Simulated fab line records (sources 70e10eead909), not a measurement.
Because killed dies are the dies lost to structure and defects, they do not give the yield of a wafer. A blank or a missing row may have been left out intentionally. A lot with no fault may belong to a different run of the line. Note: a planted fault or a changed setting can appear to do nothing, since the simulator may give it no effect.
Matching of chambers    flow nand_harc    NHARC_A_CHANNEL_FILL_D1_ALD_14 on ald_hk-02 has 4 sister chambers
The step deposits SiO2, target thk 2.5 nm, pulse time 10 s, ald cycles 25. 8 wafers are shown with their chamber, then 8 later ones without.

## WAFERS, EACH WITH ITS CHAMBER
wafer   chamber  heater_power_w (W)  precursor_pulse_height_rel
L577.4  0        423                 0.962
L580.2  1        402                 1.007
L585.2  2        516                 1.026
L585.6  3        432                 1.015
L587.1  0        411                 1.004
L587.2  3        445                 0.978
L587.5  2        520                 0.995
L586.1  1        413                 0.991

## WAFERS WITHOUT THEIR CHAMBER
wafer   heater_power_w (W)  precursor_pulse_height_rel
L586.2  448                 0.994
L586.6  439                 0.994
L591.2  414                 0.995
L591.3  520                 1.033
L591.5  439                 0.985
L598.1  504                 0.958
L598.2  435                 1.003
L598.6  440                 0.989

## THE CHAMBER EACH PASSED THROUGH
wafer    from the rows above       in truth
L586.2   3                         3
L586.6   3                         3
L591.2   can't be placed: 0 or 1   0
L591.3   2                         2
L591.5   3                         3
L598.1   2                         2
L598.2   3                         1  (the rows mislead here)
L598.6   3                         3
Correctly placed: 6 of 8. These rows do not allow placing 1 (true chamber among the candidates in 1). 1 placed wrongly.
How it was worked out, from the rows above alone: a wafer's distance from a chamber is the root of the sum, over the readings, of the square of ((its reading less the chamber's mean) divided by the reading's scatter). The wafer belongs to the nearest chamber; if the next one is less than 2 further off, it can't be placed. Each chamber's mean is taken over the wafers shown for it. The scatter: the root of (the sum of the squares of (reading less its chamber's mean) over the shown wafers, divided by (wafers less chambers)).
